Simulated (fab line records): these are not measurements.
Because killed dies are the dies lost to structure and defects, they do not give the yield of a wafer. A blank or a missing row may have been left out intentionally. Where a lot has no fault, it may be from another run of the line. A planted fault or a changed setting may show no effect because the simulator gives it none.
Problem report in the 8D (eight disciplines) form, filled by code || flow nand_harc || the parts of the form that need people (team, actions taken, sign-off) are left out

## 1. THE PROBLEM
Mean of heater_power_total_W at NHARC_P_M2_SOFTBAKE_04: 212.64 W across 6 wafers in 2 lots; on wafers with no fault it is 188.46 W (standard deviation 0.14). That is +99 or more standard deviations from the usual mean.
The step: time 55 s.
First observed at day 9 17:00: wafer L910.1, on litho_track-01. The record has a number at this step for 39 wafers belonging to 13 lots. Rule for "out", or "out of limits": more than 4 standard deviations from the usual mean. Any other wafer with a number is counted as sound.

## 2. WHAT THIS IS AND IS NOT
{"question": "which readings at this step", "is": "heater_power_total_W", "is not": "-"}
{"question": "which lots", "is": "L907, L910", "is not": "L897, L898, L899, L900, L901, L905, L906, L908, L912, L916, L919"}
{"question": "which wafers of those lots", "is": "all that have a number", "is not": "-"}
{"question": "read on which tools", "is": "litho_track-01", "is not": "litho_track-04, litho_track-06"}
{"question": "when", "is": "from day 9 17:00", "is not": "up to then (21 sound wafers); but 12 sound wafers of L908, L912, L916, L919 came after"}

## 3. THE SUSPECTS, EACH WITH WHAT RULES IT OUT
Counting: a tool at a process step up to the reading stays a suspect if it ran every lot that is out and no sound lot after the first of them.
- litho_track-01 at NHARC_P_M2_SOFTBAKE_04 (time 55 s): kept. All lots that are out passed through it, beginning with L910 at day 9 17:00, and no sound lot followed; its final sound lot before that point was L905 at day 8 10:00. Out on those wafers are its own readings of heater_power_total_W.
Left after counting: litho_track-01 at NHARC_P_M2_SOFTBAKE_04.

## 4. THE CAUSE (what the simulator had put in)
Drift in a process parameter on litho_track-01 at NHARC_P_M2_SOFTBAKE_04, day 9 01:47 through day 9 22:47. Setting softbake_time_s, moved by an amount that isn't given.
Counting left only this tool.

## 5. THE CHAIN OF EFFECTS, in route order
Rows list readings where the struck wafers' mean (over those with a number) sits beyond 3 standard deviations from the usual. Scope: only readings with a usual standard deviation given in the record; hours: median across lots of the time from each lot's start at the first step in this table that gives one to its start at this step; sigmas: change in usual standard deviations.
{"hours": 0, "step": "NHARC_P_M2_SOFTBAKE_04", "reading": "heater_power_total_W", "usual": "188.46 W", "on struck wafers": 212.64, "change": "+24.18", "sigmas": "+99 or more"}
Here are the process steps it includes:
- NHARC_P_M2_SOFTBAKE_04: time 55 s.
Later measuring or inspecting steps at which every struck wafer that the step has a row for has a number for every such reading, and none has moved that far: NHARC_P_M2_OVL_MEAS_10, NHARC_END_SORT_01.

## 6. HOW IT WOULD HAVE BEEN CAUGHT EARLIER
In this record no reading fell out of limits until day 9 17:00, 15 hours after the fault had begun at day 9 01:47.
